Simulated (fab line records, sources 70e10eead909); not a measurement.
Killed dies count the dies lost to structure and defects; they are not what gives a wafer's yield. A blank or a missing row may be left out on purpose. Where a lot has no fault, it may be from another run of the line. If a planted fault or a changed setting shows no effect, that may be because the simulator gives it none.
A lot that was struck, set against a sound lot + flow nand-harc + 13 out of 1302 route steps
Sound: the wafers L253.2, L253.3, L253.5. Struck: wafers L247.1, L247.3, L247.5. The cause comes at the end.
For every step that has rows: the tool of each side, followed by ch and its chambers, followed by its first start. Under that, the readings that differ: sound wafers + struck wafers + difference of the means + sigmas: that difference in standard deviations of wafers without a fault.
alike: readings whose means differ by less than 2 such deviations, and words and numbers that are the same on both sides. not compared: withheld readings, readings that some wafer has no value for, bounds like >300 that may hide the same value, and numbers for which the record gives no deviation and whose values overlap.
The two part at a step that has a row with sigmas, a row that says differs or no value, or rows on one side only. Non-overlapping numbers with no deviation appear without sigmas and do not part them. A reading that every wafer of one side lacks parts them only if that side has two wafers or more.

NHARC_P_M1_PRE_CLEAN_30: time 30 s.
  sound on pvd-sputter-03; struck on pvd-sputter-01
  alike: heater-power-w, susceptor-temp-C
NHARC_P_M1_PVD_20: deposits TaN, target thk 5 nm, time 8.06 s.
  sound on pvd-sputter-03; struck on pvd-sputter-01
  alike: substrate-temp-c, throttle-valve-pct
then, 2 steps without rows for these wafers: NHARC_P_M1_PVD_21 (deposits Cu, target thk 30 nm, time 20.49 s); NHARC_P_M1_ECD_22 (material Cu, target thk 400 nm).
NHARC_P_M1_ANNEAL_31: time 90 s.
  sound on rtp-anneal-01 ch 0, day 12 10:10; struck on rtp-anneal-02 ch 0, day 10 07:34
  alike: wafer_temp_C_max
then, 1 step without rows for these wafers: NHARC_P_M1_CMP_23 (polishes, t overpolish 20 s, target thk 157.82 nm).
NHARC_P_M1_THK_MEAS_24: measures by xrf.
  sound on film-metro-01, day 12 10:47; struck on film-metro-02, day 10 08:13
  alike: thk-nm
next, for these wafers, 1 step has no rows: NHARC_P_M1_SRD_25.
NHARC_P_M1_INSPECT_27:
  sound on defect-inspect-01, day 12 10:56; struck on defect-inspect-01, day 10 08:23
  alike: raw-defect-count
NHARC_P_M1_PRE_CLEAN_32: time 12 s.
  sound on pecvd-03 ch 0,1, day 12 11:01; struck on pecvd-01 ch 0,1,2, day 10 08:26
  alike: heater-power-w, rf-fwd-power-W, susceptor-temp-C
NHARC_P_M1_DEP_33: deposits SiCN, target thk 30 nm.
  sound on pecvd-03 ch 0,1, day 12 11:08; struck on pecvd-01 ch 0,1,2, day 10 08:31
  alike: chamber-pressure-Torr, heater-power-outer-w, heater-power-w, rf-fwd-power-W, susceptor-temp-C
NHARC_P_M2_DEP_00: deposits SiOC, target thk 182.5 nm.
  sound on pecvd-03 ch 1,2, day 12 11:29; struck on pecvd-02 ch 0,1, day 10 08:56
  no value came back on the struck wafers for chamber-pressure-Torr (Torr), rf-fwd-power-W (W); on the sound wafers chamber-pressure-Torr (Torr) reads 5.003 4.997 5.000
then, 1 step without rows for these wafers: NHARC_P_M2_DEHYDRATE_01 (time 120 s).

== WHERE THEY PART ==
NHARC_P_M2_DEP_00 only, going by this record.

WHY: the cause the simulator had injected
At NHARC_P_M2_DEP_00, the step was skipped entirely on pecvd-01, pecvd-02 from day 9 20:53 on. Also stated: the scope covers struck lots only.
